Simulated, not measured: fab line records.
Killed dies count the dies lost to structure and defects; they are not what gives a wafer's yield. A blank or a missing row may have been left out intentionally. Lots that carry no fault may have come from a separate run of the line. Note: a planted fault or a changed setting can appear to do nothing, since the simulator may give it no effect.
A lot that was struck, set against a sound lot :: flow n5Finfet :: 14 steps out of a route of 1938
Sound: wafers L423.4, L423.5, L423.6. Wafers L429.3, L429.5 were the ones struck. Last of all comes the cause.
Each step with rows lists, per side, the tool, then ch with its chambers, then its first start. Under that, the readings that differ: sound wafers :: struck wafers :: difference of the means :: sigmas: that difference in standard deviations of wafers without a fault.
alike: a reading whose means differ by less than 2 such deviations, as well as words and numbers matching on both sides. not compared: withheld readings; readings where some wafer has no value; bounds like >300 that might hide an equal value; numbers whose values overlap and for which the record gives no deviation.
A row with sigmas, a row that says differs or no value, or rows on one side alone: a step with any of these is where the two part. Numbers that don't overlap but have no deviation are shown without sigmas and don't part them. A reading missing from all wafers of one side parts the sides only when that side holds two or more wafers.

N5_BEOL_M4_ANNEAL_87: time 240 s.
  sound on pvdSputter-01 at day 7 21:42; struck on pvdSputter-01 at day 9 01:22
  alike: heaterPowerW
N5_BEOL_M4_SPUTTER_88: material Cu, target thk 4.5 nm, time 8.29 s.
  sound on pvdSputter-01 at day 7 21:50; struck on pvdSputter-01 at day 9 01:30
  alike: throttleValvePct
then, 2 steps without rows for these wafers: N5_BEOL_M4_ANNEAL_89 (time 240 s); N5_BEOL_M4_SPUTTER_90 (material Cu, target thk 4.5 nm, time 8.29 s).
N5_BEOL_M4_ANNEAL_91: time 240 s.
  sound on pvdSputter-01 at day 7 22:08; struck on pvdSputter-01 at day 9 01:48
  alike: heaterPowerW
N5_BEOL_M4_SPUTTER_92: material Cu, target thk 4.5 nm, time 8.29 s.
  sound on pvdSputter-01 at day 7 22:17; struck on pvdSputter-01 at day 9 01:56
  alike: throttleValvePct
N5_BEOL_M4_ANNEAL_93: time 240 s.
  sound on pvdSputter-01 at day 7 22:22; struck on pvdSputter-01 at day 9 02:01
  alike: heaterPowerW
then, 5 steps without rows for these wafers: N5_BEOL_M4_SPUTTER_94 (material Cu, target thk 4.5 nm, time 8.29 s); N5_BEOL_M4_ANNEAL_95 (time 240 s); N5_BEOL_M4_SPUTTER_96 (material Cu, target thk 4.5 nm, time 8.29 s); N5_BEOL_M4_ECD_50 (material Cu, target thk 300 nm); N5_BEOL_M4_ANNEAL_51 (time 90 s).
N5_BEOL_M4_CMP_52: polishes, stops on SiOC, t overpolish 6.8 s, target thk 40 nm.
  sound on cmp-04 ch 0,1, day 7 23:13; struck on cmp-04 ch 2, day 9 03:11
reading: barrierFieldEndpointS (s)
sound: 25.3 25.6 24.3
struck: 13.6 13.8
difference: -11.4
sigmas: -19

reading: timeToEndpointS (s)
sound: 61.9 63.1 57.7
struck: 32.9 32.8
difference: -28.1
sigmas: -11

reading: model.Cu_of_BEOL_M4_ECD_50.thkNm (nm)
sound: 38.6 40 37.4
struck: 37.2 36.2
difference: -2.0
sigmas: 

reading: model.SiOC_of_BEOL_M4_ILD_DEP_00.thkNm (nm)
sound: 77.2 77.8 78.2
struck: 72.2 74
difference: -4.6
sigmas: 
  alike: headPressurePsi, motorCurrentA, overpolishRunS, retainingRingPressureFrac
-- a jump in the record: the struck wafers' starts before and after are 4 days apart (it breaks off in module BEOL_M4 and resumes in module PASSIVATION, where the first step shown is number 1936 of the route) --
N5_PASSIVATION_PROBE_49:
  the record has rows for the struck wafers here (prober-01, day 13 10:37) and none for the sound ones

## WHERE THEY PART
Earliest at N5_BEOL_M4_CMP_52; latest, in this record, at N5_PASSIVATION_PROBE_49.

WHY: what the simulator had put in
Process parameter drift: cmp-04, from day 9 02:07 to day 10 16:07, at N5_BEOL_M4_CMP_52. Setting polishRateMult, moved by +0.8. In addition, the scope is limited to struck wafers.
